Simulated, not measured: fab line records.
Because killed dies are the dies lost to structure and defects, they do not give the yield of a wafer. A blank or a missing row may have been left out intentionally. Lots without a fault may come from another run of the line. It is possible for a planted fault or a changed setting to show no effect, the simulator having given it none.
Comparing a struck lot with a sound one / flow n5-finfet / 16 steps out of a route of 1938
Sound: wafers L774.3, L774.5, L774.6. Struck: wafers L767.1, L767.2, L767.5. Last of all comes the cause.
Per side, at each step with rows, come the tool, then ch with its chambers, and then its first start. Under that, the readings that differ: sound wafers / struck wafers / difference of the means / sigmas: that difference in standard deviations of wafers without a fault.
alike: words and numbers the same on both sides, and readings whose means are apart by under 2 such deviations; not compared: readings that were withheld, readings missing a value for some wafer, numbers with overlapping values and no deviation given by the record, and bounds like >300 which may hide the same value.
Wherever a step has rows on one side only, a row that says differs or no value, or a row with sigmas, the two part there. Non-overlapping numbers with no deviation appear without sigmas and do not part them. A reading missing from all wafers of one side parts the sides only when that side holds two or more wafers.

first, 10 steps without rows for these wafers: N5_BEOL_M2_DESCUM_33 (chemistry O2, time 7 s); N5_BEOL_M2_ETCH_77 (etches underlayer in N2/H2, target depth 6.5 nm, time 5.2 s); N5_BEOL_M2_ETCH_69 (etches SiARC in CF4, target depth 15.6 nm, time 26 s); N5_BEOL_M2_ALD_98 (deposits SiO2, target thk 2.5 nm, pulse time 1 s, co reactant pulse time 1 s); N5_BEOL_M2_ETCHBACK_99 (etches SiO2 in CHF3, target depth 5 nm, time 10.4 s); N5_BEOL_M2_ETCH_70 (etches SOC in N2/H2, target depth 80 nm, overetch 24 nm, time 130 s); N5_BEOL_M2_STRIP_71 (strips in N2/H2); N5_BEOL_M2_STRIP_78 (strips in N2/H2); N5_BEOL_M2_VIA_ETCH_34 (etches the open film in C4F6/O2, target depth 69.4 nm, time 65.9 s); N5_BEOL_M2_STRIP_83 (strips in C4F6/O2).
N5_BEOL_M2_STRIP_36: strips in N2/H2.
  sound on rie-diel-05 ch 0,1, day 13 01:10; struck on rie-diel-06 ch 0,1,3, day 11 02:19
  no value came back on the struck wafers for any of 8 readings (bias-power-w (W), chamber-pressure-mTorr (mTorr) and others); on the sound wafers bias-power-w (W) reads 6.987 6.967 6.983
reading=model.SOC_of_BEOL_M2_COAT_67.thk-nm (nm); sound=0 0 0; struck=51.8 51.8 52.2; difference=+51.9; sigmas=
reading=model.SiO2_of_BEOL_M2_ALD_98.thk-nm (nm); sound=0 0 0; struck=2.4 2.4 2.4; difference=+2.4; sigmas=
  not compared: rf-hours-counter-h
then, 1 step without rows for these wafers: N5_BEOL_M2_TRENCH_ETCH_37 (etches SiOC in C4F6/O2, target depth 55.555 nm, time 29.2 s).
N5_BEOL_M2_ETCH_41: etches SiCN in CH3F/O2, target depth 29.9 nm, time 52.5 s.
  sound on rie-diel-05 ch 0,1; struck on rie-diel-06 ch 0,1,3, day 11 02:23
reading=drypump-motor-current-A (A); sound=6.4 6.5 6.5; struck=5.7 4.9 5.8; difference=-1.0; sigmas=-2
reading=model.SOC_of_BEOL_M2_COAT_67.thk-nm (nm); sound=0 0 0; struck=35 34.8 35.8; difference=+35; sigmas=
  alike: mfc-ar-sccm, oes-product-au, rf-vpp-V, showerhead-plenum-p-Torr, throttle-valve-pct
  not compared: rf-hours-counter-h
then, 1 step without rows for these wafers: N5_BEOL_M2_STRIP_97 (strips in N2/H2, time 10 s).
N5_BEOL_M4_RC_MEAS_101:
  the record has rows for the sound wafers here (prober-02 ch 0, day 14 18:57) and none for the struck ones
-- here the record skips 6 days between the struck wafers' starts before and after, leaving off in module BEOL_M4 and picking up in module PASSIVATION (first step shown: number 1936 of the route) --
N5_PASSIVATION_PROBE_49:
  sound: prober-02 at day 19 05:44; struck: prober-01 at day 17 10:08
reading=defect-limited-yield (%); sound=92.1 89.7 89.8; struck=0 0 0; difference=-91; sigmas=-65
reading=killed_at_M0_to_M3; sound=22 46 33; struck=1124 1135 1125; difference=+1094; sigmas=+99 or more
reading=killed-dies; sound=93 122 120; struck=1180 1180 1180; difference=+1068; sigmas=+63
reading=killed-on-rim; sound=9 13 15; struck=152 152 152; difference=+140; sigmas=+38
reading=sort_bin_5_function (%); sound=5.3 5.6 5.6; struck=97.7 97.2 96.9; difference=+91.8; sigmas=+94
reading=sort-n-pass; sound=1087 1058 1060; struck=0 0 0; difference=-1068; sigmas=-63
reading=sort-yield-pct (%); sound=92.1 89.7 89.8; struck=0 0 0; difference=-91; sigmas=-65
  alike: killed_at_M4_up, killed-at-contacts, killed-at-front-end, killed-at-other, killed-open, killed-short, sort_bin_6_memory

== WHERE THEY PART ==
At N5_BEOL_M2_STRIP_36 first; at N5_PASSIVATION_PROBE_49 last (within this record only).

WHY: whatever the simulator had introduced
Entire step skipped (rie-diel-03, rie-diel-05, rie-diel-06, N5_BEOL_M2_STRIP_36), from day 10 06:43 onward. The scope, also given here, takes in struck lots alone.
